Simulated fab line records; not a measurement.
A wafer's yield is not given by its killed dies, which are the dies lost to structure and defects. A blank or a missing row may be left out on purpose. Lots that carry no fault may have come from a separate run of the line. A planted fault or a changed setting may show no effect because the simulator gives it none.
Comparing a struck lot with a sound one || flow nand_harc || 13 steps out of a route of 1302
Sound: the wafers L972.1, L972.3, L972.4. Struck: wafers L978.1, L978.2, L978.5. At the end, the cause is stated.
Each step with rows lists, per side, the tool, then ch with its chambers, then its first start. Under that, the readings that differ: sound wafers || struck wafers || difference of the means || sigmas: that difference in standard deviations of wafers without a fault.
alike: same words and numbers on both sides, and readings whose means sit less than 2 such deviations apart. not compared: any withheld reading, any reading some wafer has no value for, any bound like >300 that may hide the same value, and any number with overlapping values for which the record gives no deviation.
A row with sigmas, a row that says differs or no value, or rows on one side alone: a step with any of these is where the two part. Numbers that have no deviation but don't overlap get no sigmas and don't part them. A reading missing from all wafers of one side parts the sides only when that side holds two or more wafers.

NHARC_P_CONTACT_CMP_24: polishes, t overpolish 30 s, target thk 200 nm.
  sound on cmp-04 ch 0,1,2, day 9 10:32; struck on cmp-02 ch 0,2,3, day 12 04:28
  alike: motor_current_A, overpolish_run_s, retaining_ring_pressure_frac, slurry_flow_ml_min, time_to_endpoint_s
after that, 1 step had no rows for these wafers: NHARC_P_CONTACT_SRD_26.
NHARC_P_CONTACT_INSPECT_27:
  sound on defect_inspect-01, day 9 10:58; struck on defect_inspect-01, day 12 04:51
  alike: raw_defect_count
then, 8 steps without rows for these wafers: NHARC_P_M0_DEP_00 (deposits SiOC, target thk 150 nm); NHARC_P_M0_DEHYDRATE_01 (time 120 s); NHARC_P_M0_HMDS_02 (time 30 s); NHARC_P_M0_COAT_33 (time 65 s); NHARC_P_M0_COAT_03 (resist thk 90 nm); NHARC_P_M0_SOFTBAKE_04 (time 55 s); NHARC_P_M0_EBR_05; NHARC_P_M0_EXPOSE_06 (exposes mask P M0, target cd 90 nm).
NHARC_P_M0_PEB_07: peb time 65 s.
  sound on litho_track-01 ch 0, day 9 11:39; struck on litho_track-01 ch 0, day 12 05:33
{"reading": "heater_power_total_W (W)", "sound": "156.7 156.4 156.1", "struck": "148.2 148.2 147.5", "difference": -8.4, "sigmas": -20}
{"reading": "plate_temp_C (C)", "sound": "100.24 100.05 100.12", "struck": "95.88 95.98 95.96", "difference": -4.20, "sigmas": -35}
then, 1 step without rows for these wafers: NHARC_P_M0_DEVELOP_08 (develop time 35 s).

WHERE THEY PART
Within this record, at NHARC_P_M0_PEB_07 only.

WHY: whatever the simulator had introduced
Process parameters drifting: litho_track-01 at NHARC_P_M0_PEB_07, beginning at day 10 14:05. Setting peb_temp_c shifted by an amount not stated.
